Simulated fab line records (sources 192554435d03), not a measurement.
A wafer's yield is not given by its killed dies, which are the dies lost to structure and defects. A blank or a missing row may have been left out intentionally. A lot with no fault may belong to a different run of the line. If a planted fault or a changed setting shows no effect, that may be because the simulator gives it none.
fab line records	flow n5-finfet
record lots=7	wafers=21
route steps=1938 shown SD_EPI_N@275 SD_EPI_P@321 SD_ACTIVATION@331 HKMG_FIN@406 MOL_CONTACT_COAG@531 BEOL_M0_SAQP@635
start-h: hours from the record's opening day to when the first of the lot's shown wafers began	wait-h: how many hours have passed since the lot's step before this one	" identical to the entry in the row above	L1.1+2: several wafers, shown together as one row	- value missing, or start not given	* or withheld: withheld	< > ~ a bound
route shown NAME@n: NAME is a module with steps in the file, n the number in the route of the first one	usual: mean/standard deviation taken from wafers without a fault	same: alike in all rows	chamber/n: place in a boat	sites: per-site readings	_std_site: standard deviation across them	_edge_site: mean of outer sites minus mean of inner sites	radius-mm: for every site, how far away it sits from the centre of the wafer	mask NAME#n: copy n	behind: the tool/chamber that last shaped the wafer	hold: what put the lot on hold/how long, in hours/how the hold closed	device: names the non-switching transistor (n, p or np)	end of line: the same wafers' tests at the end of the route	step lacking rows: just its recipe	killed: at the first sort, the dies lost to defects and structure; wafer yield is something else	map: dies across one wafer; x = killed, . = not, _ = none there
set.NAME: the run value of the setting; set.NAME@STEP: its run value at that earlier step	model.NAME: the simulator's own value behind a step, which no gauge read
lots run with intentionally changed settings; tables by step, rows by wafer
## steps
# step N5_SD_EPI_N_ETCH_35
# recipe chemistry=N2/H2	target=SOC	overetch-a=1080	mask-material=SiARC	temp-c=40	ion-energy-ev=100	source-w=3000	bias-w=133	pressure-mtorr=20	time-s=486	n2-flow-sccm=200	h2-flow-sccm=200
# usual rf-vpp-V=241.1/1.2
lot.wafer	tool	chamber	start-h	wait-h	set.source-w	rf-vpp-V	model.SD_EPI_N.cd-nm	model.SiARC_of_SD_EPI_N_COAT_33.thk-nm
L075.3	rie-diel-04	3	56.35	0.0	3000	242.7	120.2	19.4
L075.4	"	0	"	"	3338	231.8	122.4	18.8
L075.5	"	1	"	"	3000	242.6	120.2	19.4
L077.2	rie-diel-04	2	72.46	0.0	3000	241.9	121.2	19.6
L077.3	"	1	"	"	3000	243.0	120.2	19.6
L077.4	"	0	"	"	3000	240.4	120.6	20
L080.1	rie-diel-04	2	85.66	0.0	3000	240.7	119.8	19.4
L080.3	"	1	"	"	3000	241.4	121.8	19.4
L080.5	"	0	"	"	3000	240.8	120.2	19.8
L081.2	rie-diel-03	0	92.62	0.0	3000	242.3	120.4	19.4
L081.5	"	0	"	"	3000	243.2	120.4	19.4
L081.6	"	1	"	"	3000	241.6	120.4	20
L085.2	rie-diel-04	0	119.78	0.0	3445	228.1	123	18.6
L085.4	"	3	"	"	3445	231.5	123.2	18
L085.6	"	2	"	"	3000	242.0	120	19.6
L088.1	rie-diel-03	1	139.46	0.0	3384	232.5	121.4	18.2
L088.5	"	3	"	"	3384	230.2	122.2	17.8
L088.6	"	2	"	"	3000	240.3	119.6	20
L095.1	rie-diel-02	3	177.55	0.0	3000	239.7	121	20
L095.3	"	1	"	"	3183	236.0	120.8	19.2
L095.6	"	1	"	"	3183	235.9	120.8	19.2
# step N5_SD_EPI_N_ETCH_45
# recipe chemistry=CH3F/O2	target=SiOCN	target-depth-a=60	mask-material=SOC	ion-energy-ev=60	bias-w=29	pressure-mtorr=15	source-w=410	Ar_flow_sccm=150	CH3F_flow_sccm=30	O2_flow_sccm=20
lot.wafer	tool	chamber	start-h	wait-h	set.target-depth-a	set.source-w@SD_EPI_N_ETCH_35	model.SD_EPI_N.cd-nm
L075.3	rie-diel-04	3	56.77	0.1	60	3000	120.2
L075.4	"	0	"	"	60	3338	122.4
L075.5	"	1	"	"	60	3000	120
L077.2	rie-diel-04	2	72.89	0.1	60	3000	121
L077.3	"	1	"	"	57.02	3000	120.2
L077.4	"	0	"	"	60	3000	120.8
L080.1	rie-diel-04	2	86.08	0.1	60	3000	119.6
L080.3	"	1	"	"	60	3000	121.6
L080.5	"	0	"	"	60	3000	120.2
L081.2	rie-diel-03	0	93.04	0.1	60	3000	120.4
L081.5+6	"	0,1	"	"	65.13	3000	120.6
L085.2	rie-diel-04	0	120.21	0.1	60	3445	123
L085.4	"	3	"	"	60	3445	123.2
L085.6	"	2	"	"	60	3000	120.2
L088.1	rie-diel-03	1	139.89	0.1	60	3384	121.4
L088.5	"	3	"	"	65.46	3384	122.2
L088.6	"	2	"	"	65.46	3000	119.6
L095.1	rie-diel-02	3	177.97	0.1	63.03	3000	121
L095.3+6	"	1	"	"	63.03	3183	120.8
# step N5_SD_EPI_P_EPI_21
# recipe material=SiGe:B	dopant=B	temp-c=550	pressure-torr=20	ambient=H2	time-s=355
lot.wafer	tool	chamber	start-h	wait-h	set.epi-growth-time-s	model.SiGe-B_of_SD_EPI_P_EPI_21.thk-nm
L075.3	epi-rpcvd-03	0	63.86	1.1	355	60.8
L075.4	"	0	"	"	343.4	59.4
L075.5	"	0	"	"	355	59.6
L077.2	epi-rpcvd-02	0	78.95	0.5	355	62.4
L077.3	"	0	"	"	355	62.2
L077.4	"	0	"	"	355	62
L080.1	epi-rpcvd-03	0	92.67	0.1	355	60.4
L080.3	"	0	"	"	355	59.8
L080.5	"	0	"	"	355	60.2
L081.2	epi-rpcvd-01	0	99.95	0.6	328.4	57.4
L081.5	"	0	101.39	2.0	328.4	58
L081.6	"	0	"	"	355	61.8
L085.2	epi-rpcvd-02	0	126.56	0.5	355	60.6
L085.4	"	0	"	"	372.5	63.2
L085.6	"	0	"	"	355	60.8
L088.1	epi-rpcvd-02	0	145.15	0.1	355	62.6
L088.5	"	0	146.59	1.5	320.9	58.4
L088.6	"	0	"	"	355	63
L095.1+6	epi-rpcvd-02	0	183.24	0.2	355	61.4
L095.3	"	0	"	"	355	60.8
# step N5_SD_EPI_P_HM_STRIP_48
# recipe chemistry=H3PO4	temp-c=160	material=SiNx	target=SiNx	target-depth-a=30	overetch-fraction=0.3
lot.wafer	tool	chamber	start-h	wait-h	set.epi-growth-time-s@SD_EPI_P_EPI_21	model.SiGe-B_of_SD_EPI_P_EPI_21.thk-nm
L075.3	wet-bench-04	2	65.85	0.0	355	60.6
L075.4	"	5	"	"	343.4	59.2
L075.5	"	7	"	"	355	59.2
L077.2+3	wet-bench-04	1,2	80.83	0.0	355	62
L077.4	"	5	"	"	355	61.8
L080.1	wet-bench-04	1	94.90	0.0	355	60.2
L080.3	"	0	"	"	355	59.6
L080.5	"	3	"	"	355	60
L081.2	wet-bench-04	3	102.42	0.0	328.4	57.2
L081.5	"	5	"	"	328.4	57.8
L081.6	"	4	"	"	355	61.4
L085.2	wet-bench-05	7	128.43	0.0	355	60.2
L085.4	"	0	"	"	372.5	62.8
L085.6	"	4	"	"	355	60.4
L088.1	wet-bench-05	3	147.38	0.0	355	62.2
L088.5	"	2	"	"	320.9	58.2
L088.6	"	1	"	"	355	62.8
L095.1+6	wet-bench-04	6,0	186.21	0.0	355	61.2
L095.3	"	2	"	"	355	60.6
# step N5_SD_ACTIVATION_LSA_01
# recipe temp-c=1080	time-s=0.0008	ambient=N2
# usual wafer_temp_C_max=1085.7/1
lot.wafer	tool	chamber	start-h	wait-h	set.temp-c	wafer_temp_C_max
L075.3	laser-anneal-02	0	66.28	0.2	1080	1084.4
L075.4	"	0	"	"	1080	1086.7
L075.5	"	0	"	"	1080	1085.0
L077.2	laser-anneal-02	0	81.23	0.2	1080	1086.1
L077.3	"	0	"	"	1051	1058.2
L077.4	"	0	"	"	1051	1055.4
L080.1	laser-anneal-01	0	95.98	0.2	1080	1084.9
L080.3	"	0	"	"	1080	1085.7
L080.5	"	0	"	"	1080	1087.1
L081.2	laser-anneal-02	0	102.83	0.2	1080	1086.2
L081.5	"	0	"	"	1092	1099.4
L081.6	"	0	"	"	1092	1099.3
L085.2	laser-anneal-02	0	129.01	0.2	1049	1054.9
L085.4	"	0	"	"	1049	1053.8
L085.6	"	0	"	"	1080	1085.2
L088.1	laser-anneal-01	0	147.78	0.2	1080	1084.2
L088.5	"	0	"	"	1080	1085.5
L088.6	"	0	"	"	1080	1084.5
L095.1	laser-anneal-02	0	186.57	0.2	1080	1084.5
L095.3	"	0	"	"	1080	1087.5
L095.6	"	0	"	"	1080	1085.9
# step N5_SD_ACTIVATION_RS_MEAS_03
# recipe thk-meas-gauge=four-point-probe
# usual RS_SD_N=21.9/0.32	RS_SD_P=56.0/0.86
lot.wafer	tool	chamber	start-h	wait-h	set.epi-growth-time-s@SD_EPI_P_EPI_21	set.temp-c@SD_ACTIVATION_LSA_01	RS_SD_N[ohm/sq]	RS_SD_P[ohm/sq]
L075.3	film-metro-02	-	66.46	0.2	355	1080	22.1	55.2
L075.4	"	-	"	"	343.4	1080	22.0	56.5
L075.5	"	-	"	"	355	1080	22.2	56.1
L077.2	film-metro-01	-	81.42	0.2	355	1080	21.8	56.3
L077.3	"	-	"	"	355	1051	24.9	57.2
L077.4	"	-	"	"	355	1051	24.6	57.0
L080.1	film-metro-01	-	96.18	0.2	355	1080	22.0	56.9
L080.3	"	-	"	"	355	1080	22.1	56.8
L080.5	"	-	"	"	355	1080	22.4	56.6
L081.2	film-metro-01	-	103.02	0.2	328.4	1080	22.0	59.6
L081.5	"	-	"	"	328.4	1092	21.0	59.4
L081.6	"	-	"	"	355	1092	20.7	55.4
L085.2	film-metro-01	-	129.21	0.2	355	1049	24.9	57.7
L085.4	"	-	"	"	372.5	1049	25.1	55.2
L085.6	"	-	"	"	355	1080	22.0	57.8
L088.1	film-metro-01	-	147.98	0.2	355	1080	22.7	54.6
L088.5	"	-	"	"	320.9	1080	22.8	58.3
L088.6	"	-	"	"	355	1080	22.7	54.5
L095.1	film-metro-02	-	186.77	0.2	355	1080	21.9	55.5
L095.3	"	-	"	"	355	1080	21.4	56.3
L095.6	"	-	"	"	355	1080	21.9	55.7
# step N5_HKMG_FIN_ETCH_58
# recipe chemistry=N2/H2	target=SOC	target-depth-a=2158	ion-energy-ev=50	bias-w=13	time-s=741	pressure-mtorr=30	source-w=875	n2-flow-sccm=200	h2-flow-sccm=200
# usual rf-vpp-V=99.3/0.97
lot.wafer	tool	chamber	start-h	wait-h	set.source-w	rf-vpp-V	model.HKMG_FIN.feature-depth-nm	model.SOC_of_HKMG_FIN_COAT_41.thk-nm	model.etch.depth-nm
L075.3	rie-diel-03	3	80.27	0.0	875	98.9	222.8	76.6	222.9
L075.4	"	0	"	"	875	98.4	221	79.6	220.9
L075.5	"	0	"	"	875	100.1	219.8	79.6	219.7
L077.2	rie-diel-04	0	94.66	0.0	875	100.1	210.6	88.8	210.6
L077.3	"	3	"	"	958.5	97.3	237.4	61.4	237.5
L077.4	"	1	"	"	958.5	96.3	232.4	66.4	232.4
L080.1	rie-diel-02	3	109.48	0.0	875	99.0	212	89.4	211.9
L080.3	"	0	"	"	875	97.7	211.4	88.2	211.3
L080.5	"	0	"	"	875	98.3	215.8	84.8	215.8
L081.2	rie-diel-03	0	116.53	0.0	875	99.2	217.8	81.8	217.7
L081.5	"	0	"	"	875	98.6	219.4	80.6	219.4
L081.6	"	2	"	"	875	98.5	214.4	85.4	214.3
L085.2	rie-diel-02	1	142.99	0.0	875	99.7	213.4	85.8	213.5
L085.4	"	3	"	"	1011	94.9	240.2	59.4	240.1
L085.6	"	2	"	"	1011	95.5	243.6	56.4	243.5
L088.1	rie-diel-04	3	161.38	0.0	1008	96.2	245.6	53.8	245.6
L088.5	"	1	"	"	1008	94.9	242.6	57	242.6
L088.6	"	3	"	"	875	100.3	219.6	80.6	219.6
L095.1	rie-diel-03	1	201.85	0.0	875	98.4	219.2	80.2	219.2
L095.3	"	2	"	"	728.1	103.8	190.8	107.2	190.8
L095.6	"	2	"	"	875	98.0	221.8	76.4	221.9
# step N5_MOL_CONTACT_COAG_ETCH_105
# recipe chemistry=CF4	target=SiARC	target-depth-a=156	mask-material=CAR-EUV	time-s=26	ion-energy-ev=80	pressure-mtorr=40	source-w=545	bias-w=36	Ar_flow_sccm=100	cf4-flow-sccm=100	ends=cleared
# usual rf-vpp-V=184.3/1.2
lot.wafer	tool	chamber	start-h	wait-h	set.bias-w	rf-vpp-V
L075.3	rie-diel-03	2	95.75	0.0	36	182.1
L075.4	"	3	"	"	30.86	167.0
L075.5	"	1	"	"	30.86	167.3
L077.2	rie-diel-02	1	110.74	0.0	36	183.7
L077.3	"	3	"	"	36	182.7
L077.4	"	0	"	"	41.51	201.1
L080.1	rie-diel-03	0	125.22	0.0	36	184.6
L080.3	"	1	"	"	36	185.1
L080.5	"	0	"	"	36	185.7
L081.2	rie-diel-04	1	135.71	0.0	32.83	174.2
L081.5	"	3	"	"	32.83	175.2
L081.6	"	0	"	"	32.83	173.1
L085.2	rie-diel-02	2	158.35	0.0	41.51	201.5
L085.4	"	3	"	"	36	182.3
L085.6	"	0	"	"	36	184.9
L088.1	rie-diel-03	0	178.06	0.0	36	185.2
L088.5	"	1	"	"	36	185.3
L088.6	"	0	"	"	36	186.0
L095.1	rie-diel-03	2	218.20	0.0	36	184.0
L095.3	"	1	"	"	36	184.4
L095.6	"	0	"	"	36	186.1
# step N5_MOL_CONTACT_COAG_ALD_27
# recipe material=SiOC	target-thk-a=170	temp-c=400	ald-precursor-family=carbosiloxane	ald-co-reactant=H2-plasma	pulse-time-s=1.5	time-s=2720	purge-time-s=2	co-reactant-purge-time-s=2	ald-cycles=340	pressure-torr=2
lot.wafer	tool	chamber	start-h	wait-h	set.time-s	model.SiOC_of_MOL_CONTACT_COAG_ALD_27.thk-nm
L075.3+4+5	ald-sin-01	1,0,1	101.50	0.0	2720	17
L077.2+3	ald-sin-02	0,2	118.78	0.0	2392	15
L077.4	"	3	"	"	2720	17
L080.1+5	ald-sin-02	2,1	132.75	0.0	2720	17
L080.3	"	0	"	"	2720	16.8
L081.2	ald-sin-01	0	141.26	0.0	2720	17
L081.5+6	"	0,3	"	"	3280	17
L085.2	ald-sin-04	2	167.00	0.1	2720	17.2
L085.4+6	"	0,2	"	"	2720	17
L088.1+6	ald-sin-01	1	186.16	0.0	2130	13.2
L088.5	"	0	"	"	2720	16.8
L095.1+3	ald-sin-02	3,1	225.23	0.0	2876	17
L095.6	"	2	"	"	2720	17
# step N5_MOL_CONTACT_COAG_ALD_123
# recipe material=SiNx	target-thk-a=50	temp-c=400	ald-precursor-family=SiH2I2	ald-co-reactant=N2/H2-plasma	pulse-time-s=1	purge-time-s=2	co-reactant-purge-time-s=2	ald-cycles=100	pressure-torr=2
lot.wafer	tool	chamber	start-h	wait-h	set.ald-cycles	model.SiNx_of_MOL_CONTACT_COAG_ALD_123.thk-nm
L075.3+4+5	ald-sin-01	1,2,2	103.40	0.0	100	5
L077.2+4	ald-sin-04	2,1	120.69	0.0	112	5.6
L077.3	"	3	"	"	100	5
L080.1+3+5	ald-sin-01	1,0,2	134.65	0.0	100	5
L081.2+6	ald-sin-04	1,0	143.16	0.0	100	5
L081.5	"	1	"	"	113	5.6
L085.2+4+6	ald-sin-04	2,1,3	169.04	0.2	100	5
L088.1+5	ald-sin-01	1,2	189.25	1.2	86	4.4
L088.6	"	3	"	"	100	5
L095.1+6	ald-sin-04	2,0	229.53	2.4	100	5
L095.3	"	3	"	"	88	4.4
# step N5_MOL_CONTACT_COAG_PECVD_31
# recipe material=SiO2	target-thk-a=460	temp-c=400	precursor=TEOS/O2	pressure-torr=6.5	rf-w=withheld	teos-flow-sccm=withheld	gas=O2	flow-sccm=2650	time-s=8.9
# step N5_MOL_CONTACT_COAG_COAT_75
# recipe resist=SOC	temp-c=250	time-s=60	spin-rpm=1500	resist-thk-nm=60
# step N5_MOL_CONTACT_COAG_STRIP_120
# recipe chemistry=CHF3	resist=SiARC	rf-frequency-hz=6e+07
# step N5_MOL_CONTACT_COAG_VIA_ETCH_117
# recipe chemistry=C4F6/O2	target-depth-a=400	overetch-a=80	mask-material=SOC	target=SiO2	bias-w=455	pressure-mtorr=10	time-s=26	source-w=325	Ar_flow_sccm=300	C4F6_flow_sccm=10	O2_flow_sccm=10	ion-energy-ev=575.3	ends=end-point
# step N5_MOL_CONTACT_COAG_ETCH_124
# recipe chemistry=CH3F/O2	target=SiNx	target-depth-a=65	mask-material=SOC	stop-on=SiOC	over-etch-frac=0.3	ion-energy-ev=120	pressure-mtorr=30	source-w=395	bias-w=73	Ar_flow_sccm=150	CH3F_flow_sccm=30	O2_flow_sccm=20	ends=end-point
lot.wafer	tool	chamber	start-h	wait-h	set.ald-cycles@MOL_CONTACT_COAG_ALD_123	model.etch.depth-nm
L075.3	rie-diel-04	0	106.23	0.0	100	5.021
L075.4	"	2	"	"	100	5.034
L075.5	"	2	"	"	100	5.038
L077.2	rie-diel-02	0	124.05	0.0	112	5.614
L077.3	"	3	"	"	100	5.023
L077.4	"	1	"	"	112	5.613
L080.1	rie-diel-03	3	138.71	0.0	100	4.988
L080.3	"	1	"	"	100	5.003
L080.5	"	2	"	"	100	4.991
L081.2	rie-diel-02	2	146.44	0.0	100	5.012
L081.5	"	1	"	"	113	5.663
L081.6	"	3	"	"	100	5.01
L085.2	rie-diel-03	0	172.05	0.0	100	5.006
L085.4	"	1	"	"	100	5.018
L085.6	"	3	"	"	100	5.009
L088.1	rie-diel-02	0	192.65	0.0	86	4.303
L088.5	"	0	"	"	86	4.35
L088.6	"	3	"	"	100	4.987
L095.1	rie-diel-02	3	232.74	0.0	100	5
L095.3	"	0	"	"	88	4.409
L095.6	"	1	"	"	100	4.978
# step N5_MOL_CONTACT_COAG_CVD_140
# recipe material=W	target-thk-a=665	mode=selective-fill	temp-c=300	time-s=215
lot.wafer	tool	chamber	start-h	wait-h	set.target-thk-a	model.W_of_MOL_CONTACT_COAG_CVD_140.thk-nm
L075.3	cvd-w-02	1	106.94	0.2	665	67.6
L075.4	"	1	"	"	732	73.8
L075.5	"	1	"	"	665	67.8
L077.2	cvd-w-01	0	124.50	0.1	748	74.8
L077.3	"	0	"	"	665	66.4
L077.4	"	1	"	"	665	67
L080.1	cvd-w-02	0	139.16	0.1	665	66.6
L080.3	"	1	"	"	665	66.4
L080.5	"	1	"	"	665	67
L081.2	cvd-w-01	0	146.89	0.1	736.1	72.8
L081.5	"	0	"	"	665	66
L081.6	"	1	"	"	665	66.4
L085.2	cvd-w-02	0	172.51	0.1	609.7	62
L085.4	"	1	"	"	665	66.6
L085.6	"	1	"	"	665	66.2
L088.1	cvd-w-02	0	193.11	0.1	693.9	69.8
L088.5	"	1	"	"	665	66.4
L088.6	"	0	"	"	665	67
L095.1	cvd-w-01	1	233.20	0.1	665	66.4
L095.3	"	0	"	"	591.2	57.8
L095.6	"	0	"	"	591.2	58.2
# step N5_MOL_CONTACT_COAG_PRECLEAN_127
# recipe chemistry=DIW	time-s=57.5	temp-c=23
# step N5_MOL_CONTACT_COAG_SRD_128
# recipe dry-time-s=32	dry=n2-spin	spin-rpm=1500
# step N5_MOL_CONTACT_COAG_CMP_52
# recipe stop-on=SiO2	t-overpolish-s=1.5	post-cmp-clean=w-dilute-nh4oh	down-force-psi=4	platen-rpm=50.289	pad-velocity-m-s=1.0006	target-thk-nm=66.5
lot.wafer	tool	chamber	start-h	wait-h	set.target-thk-a@MOL_CONTACT_COAG_CVD_140	model.W_of_MOL_CONTACT_COAG_CVD_140.thk-nm
L075.3	cmp-04	0	107.37	0.1	665	65.2
L075.4	"	2	"	"	732	64.2
L075.5	"	3	"	"	665	64.8
L077.4	cmp-01	2	124.86	0.1	665	67
L077.3	"	3	"	"	665	66.4
L077.2	"	0	"	"	748	66.6
L080.3	cmp-03	3	139.52	0.1	665	66.4
L080.1	"	1	"	"	665	66.6
L080.5	"	2	"	"	665	67
L081.2	cmp-04	3	147.21	0.0	736.1	66.4
L081.6	"	3	"	"	665	66.4
L081.5	"	0	"	"	665	66
L085.4	cmp-01	0	172.93	0.1	665	66.6
L085.2	"	3	"	"	609.7	62
L085.6	"	0	"	"	665	66.2
L088.1	cmp-04	2	193.43	0.0	693.9	67
L088.6	"	2	"	"	665	67
L088.5	"	3	"	"	665	66.4
L095.1	cmp-04	0	234.37	0.9	665	66.4
L095.3	"	2	"	"	591.2	57.8
L095.6	"	1	"	"	591.2	58.2
# step N5_BEOL_M0_SAQP_PECVD_03
# recipe material=SiCN	target-thk-a=120	temp-c=withheld	precursor=3MS/NH3	pressure-torr=3	rf-w=202	time-s=21.1
lot.wafer	tool	chamber	start-h	wait-h	set.time-s	model.SiCN_of_BEOL_M0_SAQP_PECVD_03.thk-nm
L075.3	pecvd-02	1	112.24	0.1	18.22	10.6
L075.4	"	0	"	"	21.1	12.4
L075.5	"	2	"	"	21.1	12.2
L077.2	pecvd-03	0	131.12	0.1	21.1	11.8
L077.3	"	1	"	"	22.1	12.2
L077.4	"	2	"	"	22.1	12.4
L080.1	pecvd-02	2	157.54	0.1	21.1	11.8
L080.3	"	0	"	"	21.1	12
L080.5	"	1	"	"	21.1	12.4
L081.2+6	pecvd-01	1	157.64	0.1	21.1	11.8
L081.5	"	0	"	"	21.1	12
L085.2	pecvd-03	1	177.03	0.1	21.1	12
L085.4	"	0	"	"	23.79	13.6
L085.6	"	2	"	"	21.1	12.2
L088.1+5	pecvd-03	0,2	197.40	0.1	21.1	11.8
L088.6	"	0	"	"	21.1	12.2
L095.1	pecvd-03	2	240.20	0.1	21.1	11.8
L095.3	"	1	"	"	19.52	10.8
L095.6	"	0	"	"	21.1	12
# step N5_BEOL_M0_SAQP_PECVD_96
# recipe material=a-Si	target-thk-a=450	temp-c=350	precursor=SiH4/He	pressure-torr=3	rf-w=100	time-s=45.2
# step N5_BEOL_M0_SAQP_PECVD_97
# recipe material=SiNx	target-thk-a=230	temp-c=350	precursor=SiH4/NH3/N2	pressure-torr=1.5	rf-w=300	time-s=19.9
# step N5_BEOL_M0_SAQP_ETCH_107
# recipe chemistry=CH3F/O2	target=SiNx	target-depth-a=300	mask-material=SOC	pressure-mtorr=30	source-w=395	bias-w=73	Ar_flow_sccm=150	CH3F_flow_sccm=30	O2_flow_sccm=20	ion-energy-ev=120
# step N5_BEOL_M0_SAQP_STRIP_108
# recipe chemistry=N2/H2	power-w=500	temp-c=40	pressure-mtorr=50	rf-frequency-hz=6e+07	overash-fraction=0.3	bias-power-w=28	h2-frac=0.5	n2-flow-sccm=300	h2-flow-sccm=300
# step N5_BEOL_M0_SAQP_RECESS_109
# recipe chemistry=HF/NH3	target=SiO2	target-depth-a=30	afs-cycles=1	temp-c=30	sublimation-temp-c=180	sublimation-time-s=60
lot.wafer	tool	chamber	start-h	wait-h	set.time-s@BEOL_M0_SAQP_PECVD_03	model.SiCN_of_BEOL_M0_SAQP_PECVD_03.thk-nm
L075.3	vapor-etch-01	0	116.04	0.1	18.22	7.2
L075.4	"	1	"	"	21.1	9
L075.5	"	1	"	"	21.1	8.8
L077.2	vapor-etch-01	0	134.60	0.0	21.1	8.2
L077.3	"	0	"	"	22.1	8.8
L077.4	"	1	"	"	22.1	9
L080.1	vapor-etch-02	1	160.86	0.2	21.1	8.4
L080.3	"	0	"	"	21.1	8.6
L080.5	"	1	"	"	21.1	8.8
L081.2	vapor-etch-02	0	160.98	0.1	21.1	8.2
L081.5+6	"	1,0	"	"	21.1	8.4
L085.2	vapor-etch-01	0	180.61	0.0	21.1	8.4
L085.4	"	1	"	"	23.79	10.2
L085.6	"	0	"	"	21.1	8.6
L088.1	vapor-etch-02	1	200.88	0.0	21.1	8.2
L088.5	"	0	"	"	21.1	8.4
L088.6	"	1	"	"	21.1	8.8
L095.1	vapor-etch-01	0	243.42	0.0	21.1	8.2
L095.3	"	0	"	"	19.52	7.4
L095.6	"	1	"	"	21.1	8.4
## key
split step=N5_SD_EPI_N_ETCH_35	setting=source-w	stated=3000	by=wafer
response step=N5_SD_EPI_N_ETCH_35	reading=rf-vpp-V	change=-0.803	per=1%	r=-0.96
response step=N5_SD_EPI_N_ETCH_35	reading=model.SD_EPI_N.cd-nm	change=+0.178	per=1%	r=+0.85
response step=N5_SD_EPI_N_ETCH_35	reading=model.SiARC_of_SD_EPI_N_COAT_33.thk-nm	change=-0.103	per=1%	r=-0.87
response step=N5_SD_EPI_N_ETCH_45	reading=model.SD_EPI_N.cd-nm	change=+0.175	per=1%	r=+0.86
split step=N5_SD_EPI_N_ETCH_45	setting=target-depth-a	stated=60	by=wafer
response none clear
split step=N5_SD_EPI_P_EPI_21	setting=epi-growth-time-s	stated=355	by=wafer
response step=N5_SD_EPI_P_EPI_21	reading=model.SiGe-B_of_SD_EPI_P_EPI_21.thk-nm	change=+0.479	per=1%	r=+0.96
response step=N5_SD_EPI_P_HM_STRIP_48	reading=model.SiGe-B_of_SD_EPI_P_EPI_21.thk-nm	change=+0.464	per=1%	r=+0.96
response step=N5_SD_ACTIVATION_RS_MEAS_03	reading=RS_SD_P	change=-0.451	per=1%	r=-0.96
split step=N5_SD_ACTIVATION_LSA_01	setting=temp-c	stated=1080	by=wafer
response step=N5_SD_ACTIVATION_LSA_01	reading=wafer_temp_C_max	change=*	per=1%	r=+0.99
response step=N5_SD_ACTIVATION_RS_MEAS_03	reading=RS_SD_N	change=-1.08	per=1%	r=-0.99
split step=N5_HKMG_FIN_ETCH_58	setting=source-w	stated=875	by=wafer
response step=N5_HKMG_FIN_ETCH_58	reading=rf-vpp-V	change=-0.318	per=1%	r=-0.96
response step=N5_HKMG_FIN_ETCH_58	reading=model.HKMG_FIN.feature-depth-nm	change=+1.83	per=1%	r=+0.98
response step=N5_HKMG_FIN_ETCH_58	reading=model.SOC_of_HKMG_FIN_COAT_41.thk-nm	change=-1.82	per=1%	r=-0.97
response step=N5_HKMG_FIN_ETCH_58	reading=model.etch.depth-nm	change=+1.83	per=1%	r=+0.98
split step=N5_MOL_CONTACT_COAG_ETCH_105	setting=bias-w	stated=36	by=wafer
response step=N5_MOL_CONTACT_COAG_ETCH_105	reading=rf-vpp-V	change=+1.13	per=1%	r=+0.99
split step=N5_MOL_CONTACT_COAG_ALD_27	setting=time-s	stated=2720	by=wafer
response step=N5_MOL_CONTACT_COAG_ALD_27	reading=model.SiOC_of_MOL_CONTACT_COAG_ALD_27.thk-nm	shape=bent	at-lowest=13.2	at-stated=16.98	at-highest=17
split step=N5_MOL_CONTACT_COAG_ALD_123	setting=ald-cycles	stated=100	by=wafer
response step=N5_MOL_CONTACT_COAG_ALD_123	reading=model.SiNx_of_MOL_CONTACT_COAG_ALD_123.thk-nm	change=+0.0469	per=1%	r=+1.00
response step=N5_MOL_CONTACT_COAG_ETCH_124	reading=model.etch.depth-nm	change=+0.0487	per=1%	r=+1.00
split step=N5_MOL_CONTACT_COAG_CVD_140	setting=target-thk-a	stated=665	by=wafer
response step=N5_MOL_CONTACT_COAG_CVD_140	reading=model.W_of_MOL_CONTACT_COAG_CVD_140.thk-nm	change=+0.646	per=1%	r=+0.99
response step=N5_MOL_CONTACT_COAG_CMP_52	reading=model.W_of_MOL_CONTACT_COAG_CVD_140.thk-nm	shape=bent	at-lowest=58	at-stated=66.31	at-highest=66.6
split step=N5_BEOL_M0_SAQP_PECVD_03	setting=time-s	stated=21.1	by=wafer
response step=N5_BEOL_M0_SAQP_PECVD_03	reading=model.SiCN_of_BEOL_M0_SAQP_PECVD_03.thk-nm	change=+0.124	per=1%	r=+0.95
response step=N5_BEOL_M0_SAQP_RECESS_109	reading=model.SiCN_of_BEOL_M0_SAQP_PECVD_03.thk-nm	change=+0.129	per=1%	r=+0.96
